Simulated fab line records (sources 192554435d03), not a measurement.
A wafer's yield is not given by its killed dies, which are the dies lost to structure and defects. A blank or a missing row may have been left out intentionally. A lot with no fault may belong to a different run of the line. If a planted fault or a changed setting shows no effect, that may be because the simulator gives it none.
Which tool is to blame?    flow n5 finfet    8 lots with 24 wafers sampled at 5 steps, on a route of 1938 steps

== WHAT THE GAUGES SHOWED, per wafer ==
N5_BEOL_M4_RC_MEAS_101. Usual: DIBL_N 36.4 mV/V, standard deviation 2.7; DIBL_P 36 mV/V, standard deviation 3.2; IOFF_N 0.16 nA/um, standard deviation 0.046; IOFF_P 0.21 nA/um, standard deviation 0.055; ION_N 677 uA/um, standard deviation 15; ION_P 464 uA/um, standard deviation 11; SS_N 71.5 mV/dec, standard deviation 0.79; SS_P 73.3 mV/dec, standard deviation 0.93; VT_N 250 mV, standard deviation 4.1; VT_P -251 mV, standard deviation 4.4.
lot   measured      on         DIBL_N (mV/V)   DIBL_P (mV/V)  IOFF_N (nA/um)  IOFF_P (nA/um)  ION_N (uA/um)  ION_P (uA/um)  SS_N (mV/dec)   SS_P (mV/dec)   VT_N (mV)    VT_P (mV)       flag
L322  day 9 14:45   prober-02  31.4 36.5 35.3  29 36 34       0.09 0.17 0.14  0.13 0.21 0.18  648 691 677    452 470 463    69.9 71.7 71.3  71.0 72.6 72.5  256 246 252  -257 -249 -253  
L323  day 10 00:55  prober-02  32.8 35.5 34.9  32 35 34       0.11 0.15 0.14  0.14 0.19 0.16  648 673 696    457 457 462    70.1 70.9 72.1  72.0 72.6 73.0  253 249 250  -255 -253 -255  
L328  day 10 22:13  prober-02  36.4 37.7 36.7  37 38 36       0.16 0.19 0.15  0.22 0.23 0.19  677 709 672    468 480 457    71.0 71.3 71.5  74.2 73.8 73.1  247 243 251  -248 -249 -252  
L339  day 14 04:37  prober-02  36.8 37.1 37.0  37 38 38       0.19 0.20 0.17  0.23 0.23 0.23  697 694 673    475 466 466    71.2 71.2 71.6  72.9 73.8 74.1  246 246 247  -248 -253 -251  
L340  day 14 07:22  prober-02  40.0 36.7 41.0  38 34 40       0.21 0.14 0.23  0.22 0.16 0.25  677 659 689    457 448 467    72.4 71.2 72.3  73.5 72.5 74.2  249 253 247  -253 -257 -252  
L341  day 14 07:26  prober-01  28.6 32.5 32.1  29 32 33       0.06 0.11 0.11  0.09 0.12 0.13  633 658 677    435 440 462    70.3 71.0 70.6  70.7 71.9 71.7  264 256 253  -265 -259 -259  

== EACH LOT AND THE TOOL THAT RAN IT (in order: tool; ch and the chambers of the sampled wafers; start) ==
lot   N5_BEOL_M0_SAQP_MANDREL_ETCH_103  N5_BEOL_M0_SAQP_ETCH_73             N5_BEOL_M0_SAQP_CUT_ETCH_46         N5_BEOL_M0_SAQP_STRIP_75
L322  rie si-04 ch 1,2,3, day 6 19:23   rie diel-02 ch 0,1,3, day 6 21:28   rie diel-02 ch 0,1,3, day 6 21:29   rie diel-02 ch 0,1,2, day 6 22:20
L323  rie si-05 ch 0,2,3, day 7 03:55   rie diel-02 ch 1,2, day 7 06:12     rie diel-02 ch 1,2, day 7 06:14     rie diel-02 ch 0,1, day 7 07:24
L328  rie si-06 ch 0,3, day 8 03:31     rie diel-03 ch 0,1,2, day 8 05:42   rie diel-03 ch 0,1,2, day 8 05:44   rie diel-02 ch 1,3, day 8 06:34
L334  rie si-04 ch 1,2,3, day 9 11:32   rie diel-02 ch 2,3, day 9 13:40     rie diel-02 ch 2,3, day 9 13:42     rie diel-03 ch 0,1,3, day 9 14:37
L335  rie si-05 ch 1,3, day 9 16:53     rie diel-02 ch 0,2,3, day 9 19:12   rie diel-02 ch 0,2,3, day 9 19:14   rie diel-05 ch 0,3, day 9 20:08
L339  rie si-04 ch 0,1,2, day 11 01:51  rie diel-03 ch 0,1,3, day 11 04:13  rie diel-03 ch 0,1,3, day 11 04:15  rie diel-03 ch 0,2,3, day 11 05:06
L340  rie si-04 ch 0,1,3, day 11 04:39  rie diel-03 ch 0,2,3, day 11 06:58  rie diel-03 ch 0,2,3, day 11 06:59  rie diel-03 ch 0,3, day 11 07:49
L341  rie si-04 ch 0,1,2, day 11 08:38  rie diel-03 ch 0,1,2, day 11 10:50  rie diel-03 ch 0,1,2, day 11 10:52  rie diel-02 ch 0,2,3, day 11 12:06
- N5_BEOL_M0_SAQP_MANDREL_ETCH_103: etches a-Si in HBr/Cl2, stops on SiCN, target depth 45 nm, bt time 10 s, time 27 s.
- N5_BEOL_M0_SAQP_ETCH_73: etches SiARC in CF4, target depth 19.5 nm, time 32.5 s.
- N5_BEOL_M0_SAQP_CUT_ETCH_46: etches SOC in N2/H2, target depth 135 nm, overetch 27 nm, time 202.5 s.
- N5_BEOL_M0_SAQP_STRIP_75: strips in CF4.

== WHAT THE TOOLS THEMSELVES READ (means of the sampled wafers that have a number; where no wafer has one, the mark that the record gives instead) ==
N5_BEOL_M0_SAQP_MANDREL_ETCH_103. Usual: HBr_flow_sccm 149.9 sccm, standard deviation 0.45; bias w 74.98 W, standard deviation 0.23; drypump motor current A 5.6 A, standard deviation 0.31; he backside leak sccm 2.57 sccm, standard deviation 0.25; oes product au 0.683 a.u., standard deviation 0.012; throttle valve pct 35.5 %, standard deviation 0.65.
lot   tool       HBr_flow_sccm (sccm)  bias w (W)  drypump motor current A (A)  he backside leak sccm (sccm)  oes product au (a.u.)  throttle valve pct (%)  flag
L322  rie si-04  149.5                 75.01       5.4                          2.44                          0.680                  35.2                    
L323  rie si-05  149.8                 75.05       5.6                          2.63                          0.680                  36.0                    
L328  rie si-06  150.0                 74.99       5.8                          2.66                          0.681                  35.4                    
L334  rie si-04  150.0                 74.83       5.4                          2.42                          0.688                  35.2                    
L335  rie si-05  150.0                 75.00       5.3                          2.63                          0.701                  35.4                    
L339  rie si-04  150.0                 75.12       5.5                          2.43                          0.673                  35.2                    
L340  rie si-04  149.6                 74.81       5.7                          2.49                          0.690                  34.7                    
L341  rie si-04  150.1                 74.77       5.5                          2.39                          0.686                  35.1                    

N5_BEOL_M0_SAQP_ETCH_73. Usual: bias w 36.00 W, standard deviation 0.11; cf4 flow sccm 100.0 sccm, standard deviation 0.3; drypump motor current A 5.9 A, standard deviation 0.56; etch rf on time s 32.8 s, standard deviation 1.1; oes product au 0.66 a.u., standard deviation 0.077; rf vpp V 184.1 V, standard deviation 1.1; showerhead plenum p Torr 2.15 Torr, standard deviation 0.059; throttle valve pct 15.63 %, standard deviation 0.22.
lot   tool         bias w (W)  cf4 flow sccm (sccm)  drypump motor current A (A)  etch rf on time s (s)  oes product au (a.u.)  rf vpp V (V)  showerhead plenum p Torr (Torr)  throttle valve pct (%)  flag
L322  rie diel-02  36.08       99.9                  5.9                          32.9                   0.64                   184.1         2.20                             15.53                   
L323  rie diel-02  36.00       100.3                 6.0                          33.5                   0.63                   183.3         2.09                             15.49                   
L328  rie diel-03  36.02       100.3                 5.7                          31.4                   0.78                   183.8         2.15                             15.71                   
L334  rie diel-02  -           -                     -                            -                      -                      -             -                                -                       OFF
L335  rie diel-02  -           -                     -                            -                      -                      -             -                                -                       OFF
L339  rie diel-03  35.85       99.9                  5.3                          31.4                   0.67                   184.9         2.15                             15.78                   
L340  rie diel-03  35.94       100.0                 5.6                          32.5                   0.73                   184.4         2.17                             15.63                   
L341  rie diel-03  35.98       100.3                 5.7                          31.5                   0.73                   183.8         2.14                             15.75                   

N5_BEOL_M0_SAQP_CUT_ETCH_46. Usual: bias w 150.1 W, standard deviation 0.46; chamber pressure mTorr 30.002 mTorr, standard deviation 0.028; drypump motor current A 5.9 A, standard deviation 0.56; rf vpp V 524.3 V, standard deviation 2.3; showerhead plenum p Torr 2.55 Torr, standard deviation 0.078; throttle valve pct 17.82 %, standard deviation 0.19.
lot   tool         bias w (W)  chamber pressure mTorr (mTorr)  drypump motor current A (A)  rf vpp V (V)  showerhead plenum p Torr (Torr)  throttle valve pct (%)  flag
L322  rie diel-02  150.2       29.980                          5.9                          525.4         2.62                             17.71                   
L323  rie diel-02  150.2       30.005                          6.0                          521.8         2.46                             17.61                   
L328  rie diel-03  150.1       30.016                          5.8                          524.0         2.54                             17.89                   
L334  rie diel-02  149.8       29.989                          6.0                          522.0         2.47                             17.71                   
L335  rie diel-02  149.8       30.022                          5.8                          523.8         2.54                             17.73                   
L339  rie diel-03  150.1       30.000                          5.4                          524.7         2.54                             17.96                   
L340  rie diel-03  149.8       30.003                          5.6                          524.6         2.57                             17.90                   
L341  rie diel-03  150.6       30.015                          5.7                          523.8         2.53                             17.93                   

N5_BEOL_M0_SAQP_STRIP_75. Usual: drypump motor current A 5.8 A, standard deviation 0.56; oes product au 0.177 a.u., standard deviation 0.019; rf vpp V 271.4 V, standard deviation 1.4; showerhead plenum p Torr 1.80 Torr, standard deviation 0.052; throttle valve pct 13.60 %, standard deviation 0.24.
lot   tool         drypump motor current A (A)  oes product au (a.u.)  rf vpp V (V)  showerhead plenum p Torr (Torr)  throttle valve pct (%)  flag
L322  rie diel-02  5.8                          0.178                  271.0         1.79                             13.49                   
L323  rie diel-02  5.9                          0.183                  271.5         1.84                             13.41                   
L328  rie diel-02  6.2                          0.169                  272.9         1.84                             13.53                   
L334  rie diel-03  5.4                          0.184                  272.0         1.79                             13.70                   
L335  rie diel-05  6.1                          0.168                  272.2         1.80                             13.63                   
L339  rie diel-03  5.6                          0.198                  270.9         1.80                             13.52                   
L340  rie diel-03  5.5                          0.195                  271.3         1.77                             13.56                   
L341  rie diel-02  5.8                          0.182                  273.6         1.86                             13.53                   

== THE ANSWER, worked out from the rows above alone ==
Rule: a lot counts as off when the mean over its wafers that have a number is more than 3 standard deviations away from the usual mean. Also off: a lot with no number at a reading for which 4 or more lots have one. Any other lot the step has rows for is counted as sound. After the gauges, taken in route order, come the tools' own readings; for these a lot's mean is taken, as printed above. The first step at which some lot is off is used, and at that step the reading that is off furthest; a lot without a number counts as furthest.
Off: L334, L335, at N5_BEOL_M0_SAQP_ETCH_73 (bias w). Without a number there: L334, L335.
A tool fits if, at that step or a process step before it, it ran every lot that is off, and no sound lot after the first of them. One fits: rie diel-02 at N5_BEOL_M0_SAQP_ETCH_73. A fault onset in the window from L323 (day 7 06:12, its last sound lot) to L334 (day 9 13:40, its first lot off) fits.
Blank at N5_BEOL_M0_SAQP_ETCH_73 on the lots that are off, where sound lots have numbers: bias w, cf4 flow sccm, drypump motor current A, etch rf on time s, oes product au, rf vpp V, showerhead plenum p Torr, throttle valve pct.

== WHAT THE SIMULATOR HAD INSERTED ==
Skipped step whole: rie diel-02, from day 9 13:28 on, at N5_BEOL_M0_SAQP_ETCH_73. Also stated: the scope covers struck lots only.
Lots struck among those shown: L334, L335. The same result came from the rule above.
